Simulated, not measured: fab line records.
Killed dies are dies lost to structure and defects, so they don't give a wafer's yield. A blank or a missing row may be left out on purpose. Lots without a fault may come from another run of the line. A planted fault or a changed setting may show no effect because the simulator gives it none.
Matching of chambers    flow n5Finfet    rieDiel-05 running N5_BEOL_M11_ETCH_62: 4 sister chambers
The step etches SOC in N2/H2, target depth 110 nm, overetch 22 nm, time 165 s. 8 wafers are shown with their chamber, then 7 later ones without.

## WAFERS PAIRED WITH THEIR CHAMBERS
wafer   chamber  showerheadPlenumPTorr (Torr)  throttleValvePct (%)
L081.5  2        2.51                          17.45
L084.5  1        2.41                          18.26
L084.6  0        2.59                          17.42
L086.2  1        2.41                          18.27
L086.3  3        2.50                          17.94
L086.4  2        2.51                          17.47
L090.1  0        2.58                          17.44
L090.2  3        2.50                          17.94

## WAFERS WITHOUT THEIR CHAMBER
wafer   showerheadPlenumPTorr (Torr)  throttleValvePct (%)
L090.4  2.41                          18.28
L087.2  2.58                          17.45
L087.3  2.50                          17.95
L087.4  2.41                          18.30
L089.2  2.58                          17.46
L089.4  2.41                          18.28
L089.5  2.51                          17.47

## CHAMBER TAKEN BY EACH
wafer   from the rows above  in truth
L090.4  1                    1
L087.2  0                    0
L087.3  3                    3
L087.4  1                    1
L089.2  0                    0
L089.4  1                    1
L089.5  2                    2
Correct placement for 7 of the 7. Left unplaced by these rows: 0. Wrongly placed: 0.
How it was worked out, from the rows above alone: a wafer's distance from a chamber is the root of the sum, over the readings, of the square of ((its reading less the chamber's mean) divided by the reading's scatter). The wafer belongs to the nearest chamber; if the next one is less than 2 further off, it can't be placed. A chamber's mean is the mean of its shown wafers. The scatter is the square root of a quotient: the sum, over the shown wafers, of each reading's squared deviation from its chamber's mean, divided by wafers minus chambers.
